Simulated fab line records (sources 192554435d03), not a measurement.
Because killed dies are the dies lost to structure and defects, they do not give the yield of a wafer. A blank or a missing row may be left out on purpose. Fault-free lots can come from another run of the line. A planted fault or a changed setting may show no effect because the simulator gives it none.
A struck lot beside a sound one :: flow n5_finfet :: 37 steps out of a route of 1938
Sound: wafers L146.2, L146.4, L146.5. Wafers struck: L154.1, L154.2, L154.4. At the end, the cause is stated.
Each step with rows lists, per side, the tool, then ch with its chambers, then its first start. Under that, the readings that differ: sound wafers :: struck wafers :: difference of the means :: sigmas: that difference in standard deviations of wafers without a fault.
alike: words and numbers the same on both sides, and readings whose means are apart by under 2 such deviations; not compared: readings that were withheld, readings missing a value for some wafer, numbers with overlapping values and no deviation given by the record, and bounds like >300 which may hide the same value.
A row with sigmas, a row that says differs or no value, or rows on one side alone: a step with any of these is where the two part. Numbers that have no deviation but don't overlap get no sigmas and don't part them. A reading missing from all wafers of one side parts the sides only when that side holds two or more wafers.

first, 9 steps without rows for these wafers: N5_BEOL_M4_ANNEAL_95 (time 240 s); N5_BEOL_M4_SPUTTER_96 (material Cu, target thk 4.5 nm, time 8.29 s); N5_BEOL_M4_ECD_50 (material Cu, target thk 300 nm); N5_BEOL_M4_ANNEAL_51 (time 90 s); N5_BEOL_M4_CMP_52 (polishes, stops on SiOC, t overpolish 6.8 s, target thk 40 nm); N5_BEOL_M4_PRE_CLEAN_60 (time 15 s); N5_BEOL_M4_CO_CAP_55 (material Co, precursor CCTBA/H2, target thk 2 nm, time 102.1 s); N5_BEOL_M4_PRE_CLEAN_56 (time 15 s); N5_BEOL_M4_DEP_57 (deposits SiCN from 3MS/NH3, target thk 8 nm, time 14 s).
N5_BEOL_M4_RC_MEAS_101:
  sound on prober-02 ch 0, day 12 23:09; struck on prober-02 ch 0, day 14 05:03
reading: VT_P (mV)
sound: -250 -247 -247
struck: -256 -254 -259
difference: -8
sigmas: -2
  alike: DIBL_N, DIBL_P, IOFF_N, IOFF_P, ION_N, ION_P, SS_N, SS_P, VT_N
then, 24 steps without rows for these wafers: N5_BEOL_M5_ILD_DEP_00 (deposits SiCOH lowk from DEMS/porogen, target thk 140.64 nm, time 25.9 s); N5_BEOL_M5_CURE_79 (cures SiCOH lowk, time 240 s); N5_BEOL_M5_PECVD_70 (deposits SiO2 from TEOS/O2, target thk 16 nm, time 18 s); N5_BEOL_M5_HM_DEP_02 (deposits TiN, target thk 20 nm); N5_BEOL_M5_COAT_59 (time 60 s, resist thk 60 nm); N5_BEOL_M5_COAT_60 (time 60 s, resist thk 12 nm); N5_BEOL_M5_COAT_71 (time 60 s, resist thk 5 nm); N5_BEOL_M5_COAT_05 (resist thk 30 nm); N5_BEOL_M5_EBR_07; N5_BEOL_M5_SOFTBAKE_06 (time 60 s); N5_BEOL_M5_EXPOSE_08 (exposes mask M5, target cd 28 nm); N5_BEOL_M5_PEB_09 (peb time 60 s); N5_BEOL_M5_DEVELOP_10 (develop time 30 s); N5_BEOL_M5_DESCUM_16 (chemistry O2, time 7 s); N5_BEOL_M5_ETCH_72 (etches underlayer in N2/H2, target depth 6.5 nm, time 5.2 s); N5_BEOL_M5_ETCH_61 (etches SiARC in CF4, target depth 15.6 nm, time 26 s); N5_BEOL_M5_ETCH_62 (etches SOC in N2/H2, target depth 75 nm, overetch 15 nm, time 112.5 s); N5_BEOL_M5_STRIP_63 (strips in N2/H2); N5_BEOL_M5_STRIP_73 (strips in N2/H2); N5_BEOL_M5_STRIP_64 (strips in CF4); N5_BEOL_M5_HM_OPEN_17 (chemistry Cl2/BCl3, target TiN, target depth 20 nm, overetch 6 nm); N5_BEOL_M5_STRIP_19 (strips in O2); N5_BEOL_M5_COAT_65 (time 60 s, resist thk 60 nm); N5_BEOL_M5_COAT_66 (time 60 s, resist thk 12 nm).
-- here the record skips 3 days between the struck wafers' starts before and after, leaving off in module BEOL_M5 and picking up in module BEOL_M11 (first step shown: number 1595 of the route) --
N5_BEOL_M11_ANNEAL_51: time 90 s.
  struck on rtp_anneal-01, day 17 06:19; sound on rtp_anneal-01 ch 0, day 15 19:18
  no value came back on the struck wafers for anneal_temp_c (C), anneal_temp_c_max, time_s (s), wafer_temp_C_max; on the sound wafers anneal_temp_c (C) reads 224.80 225.05 224.86
N5_BEOL_M11_CMP_52: polishes, stops on SiCOH lowk, t overpolish 7 s, target thk 140 nm.
  sound on cmp-02 ch 0,1,2, day 15 19:35; struck on cmp-01 ch 0,1,2, day 17 06:37
reading: barrier_field_endpoint_s (s)
sound: 28.3 29.6 29.2
struck: 33.9 33.9 33.0
difference: +4.6
sigmas: +6

reading: time_to_endpoint_s (s)
sound: 64.4 64.8 63.8
struck: 86.3 84.8 85.7
difference: +21.3
sigmas: +7
  alike: clearing_platen_rpm, motor_current_A, overpolish_run_s, platen_rpm, retaining_ring_pressure_frac
N5_PASSIVATION_PROBE_49:
  sound: prober-01 at day 17 12:55; struck: prober-01 at day 18 22:03
reading: defect_limited_yield (%)
sound: 92.2 89.8
struck: 54.7 48.1 46.8
difference: -41.1
sigmas: -34

reading: killed_at_M4_up
sound: 20 20
struck: 453 517 540
difference: +483
sigmas: +81

reading: killed_dies
sound: 92 120
struck: 535 612 628
difference: +486
sigmas: +32

reading: killed_on_rim
sound: 11 23
struck: 152 16 20
difference: +46
sigmas: +13

reading: sort_n_pass
sound: 1088 1060
struck: 645 568 552
difference: -486
sigmas: -32

reading: sort_yield_pct (%)
sound: 92.2 89.8
struck: 54.7 48.1 46.8
difference: -41.1
sigmas: -34
  alike: killed_at_M0_to_M3, killed_at_contacts, killed_at_front_end, killed_at_other, killed_open, killed_short, sort_bin_5_function, sort_bin_6_memory

## WHERE THEY PART
At N5_BEOL_M4_RC_MEAS_101 first; at N5_PASSIVATION_PROBE_49 last (within this record only).

WHY: what the simulator had put in
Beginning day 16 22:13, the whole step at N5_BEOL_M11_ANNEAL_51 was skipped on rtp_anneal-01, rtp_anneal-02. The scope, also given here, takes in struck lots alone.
